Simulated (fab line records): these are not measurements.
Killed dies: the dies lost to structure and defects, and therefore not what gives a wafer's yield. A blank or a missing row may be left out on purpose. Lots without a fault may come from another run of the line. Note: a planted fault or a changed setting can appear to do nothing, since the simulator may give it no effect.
Struck lot and sound lot, side by side + flow n5 finfet + 37 out of 1938 route steps
Sound: wafers L662.1, L662.3, L662.6. Struck: wafer L653.3 (left out: L653.2, L653.4 of the same lot, which were not struck); the cause appears at the end.
Per side, at each step with rows, come the tool, then ch with its chambers, and then its first start. Under that, the readings that differ: sound wafers + struck wafers + difference of the means + sigmas: that difference in standard deviations of wafers without a fault.
alike: words and numbers the same on both sides, and readings whose means are apart by under 2 such deviations; not compared: readings that were withheld, readings missing a value for some wafer, numbers with overlapping values and no deviation given by the record, and bounds like >300 which may hide the same value.
The two part at a step that has a row with sigmas, a row that says differs or no value, or rows on one side only. When numbers do not overlap yet have no deviation, they are printed without sigmas and do not part them. A reading missing from all wafers of one side parts the sides only when that side holds two or more wafers.

first, 8 steps without rows for these wafers: N5_BEOL_M7_SPUTTER_48 (material Cu, target thk 10 nm, time 1.667 s); N5_BEOL_M7_ECD_50 (material Cu, target thk 300 nm); N5_BEOL_M7_ANNEAL_51 (time 90 s); N5_BEOL_M7_CMP_52 (polishes, stops on SiCOH lowk, t overpolish 6.9 s, target thk 80 nm); N5_BEOL_M7_PRE_CLEAN_55 (time 15 s); N5_BEOL_M7_DEP_56 (deposits SiCN from 3MS/NH3, target thk 10 nm, time 17.5 s); N5_BEOL_M8_ILD_DEP_00 (deposits SiCOH lowk from DEMS/porogen, target thk 179.75 nm, time 33.4 s); N5_BEOL_M8_CURE_74 (cures SiCOH lowk, time 240 s).
N5_BEOL_M8_PECVD_70: deposits SiO2 from TEOS/O2, target thk 20 nm, time 22.7 s.
  sound on pecvd-04 ch 0,1,2, day 14 21:33; struck on pecvd-01 ch 2, day 13 05:36
| reading                                    | sound          | struck | difference | sigmas |
|--------------------------------------------|----------------|--------|------------|--------|
| model.SiO2_of_BEOL_M8_PECVD_70.thk nm (nm) | 19.8 19.6 20.2 | 14.8   | -5.1       |        |
  alike: heater power w, showerhead plenum p Torr, throttle valve pct
  not compared: susceptor temp C
then, 25 steps without rows for these wafers: N5_BEOL_M8_HM_DEP_02 (deposits TiN, target thk 20 nm); N5_BEOL_M8_COAT_59 (time 60 s, resist thk 100 nm); N5_BEOL_M8_COAT_60 (time 60 s, resist thk 35 nm); N5_BEOL_M8_COAT_05 (resist thk 90 nm); N5_BEOL_M8_EBR_07; N5_BEOL_M8_SOFTBAKE_06 (time 60 s); N5_BEOL_M8_EXPOSE_08 (exposes mask M8); N5_BEOL_M8_PEB_09 (peb time 60 s); N5_BEOL_M8_DEVELOP_10 (develop time 30 s); N5_BEOL_M8_DESCUM_16 (chemistry O2, time 7.9 s); N5_BEOL_M8_ETCH_61 (etches SiARC in CF4, target depth 45.5 nm, time 75.8 s); N5_BEOL_M8_ETCH_62 (etches SOC in N2/H2, target depth 110 nm, overetch 22 nm, time 165 s); N5_BEOL_M8_STRIP_68 (strips in N2/H2); N5_BEOL_M8_STRIP_67 (strips in CF4); N5_BEOL_M8_HM_OPEN_17 (chemistry Cl2/BCl3, target TiN, target depth 20 nm, overetch 6 nm); N5_BEOL_M8_STRIP_19 (strips in O2); N5_BEOL_M8_COAT_63 (time 60 s, resist thk 60 nm); N5_BEOL_M8_COAT_64 (time 60 s, resist thk 12 nm); N5_BEOL_M8_COAT_71 (time 60 s, resist thk 5 nm); N5_BEOL_M8_COAT_22 (resist thk 30 nm); N5_BEOL_M8_EBR_24; N5_BEOL_M8_SOFTBAKE_23 (time 60 s); N5_BEOL_M8_EXPOSE_25 (exposes mask V7, target cd 40 nm); N5_BEOL_M8_PEB_26 (peb time 60 s); N5_BEOL_M8_DEVELOP_27 (develop time 30 s).
N5_BEOL_M8_HM_STRIP_39: strips TiN in peroxide tin strip, target depth 25 nm, time 158 s.
  sound on wet bench-02 ch 2,4,7, day 15 01:36; struck on wet bench-02 ch 6, day 13 07:57
| reading                                    | sound        | struck | difference | sigmas |
|--------------------------------------------|--------------|--------|------------|--------|
| bath heat duty pct (%)                     | 6.3 6.4 5.5  | 7.9    | +1.8       | +2     |
| model.SiO2_of_BEOL_M8_PECVD_70.thk nm (nm) | 19.6 19.4 20 | 14.6   | -5.1       |        |
N5_BEOL_M8_CMP_52: polishes, stops on SiCOH lowk, t overpolish 6.9 s, target thk 80 nm.
  sound on cmp-03 ch 0,3, day 15 04:04; struck on cmp-01 ch 3, day 13 11:02
| reading                      | sound          | struck | difference | sigmas |
|------------------------------|----------------|--------|------------|--------|
| barrier field endpoint s (s) | 28.2 28.1 29.2 | 21.9   | -6.6       | -9     |
  alike: motor current A
-- the record jumps here: 3 days lie between the struck wafers' starts before and after (it left off in module BEOL_M8 and takes up again in module PASSIVATION, whose first step shown is number 1936 of the route) --
N5_PASSIVATION_PROBE_49:
  struck on prober-02, day 15 23:41; sound on prober-02, day 18 07:22
  alike: defect limited yield, killed_at_M0_to_M3, killed_at_M4_up, killed at contacts, killed at front end, killed at other, killed dies, killed open, killed short, sort_bin_4_leakage, sort_bin_5_function, sort_bin_6_memory, sort n pass, sort yield pct

== WHERE THEY PART ==
First at N5_BEOL_M8_HM_STRIP_39; last, within this record, at N5_BEOL_M8_CMP_52. Later steps at which nothing parts them and some readings are alike: N5_PASSIVATION_PROBE_49.

WHY: what the simulator had put in
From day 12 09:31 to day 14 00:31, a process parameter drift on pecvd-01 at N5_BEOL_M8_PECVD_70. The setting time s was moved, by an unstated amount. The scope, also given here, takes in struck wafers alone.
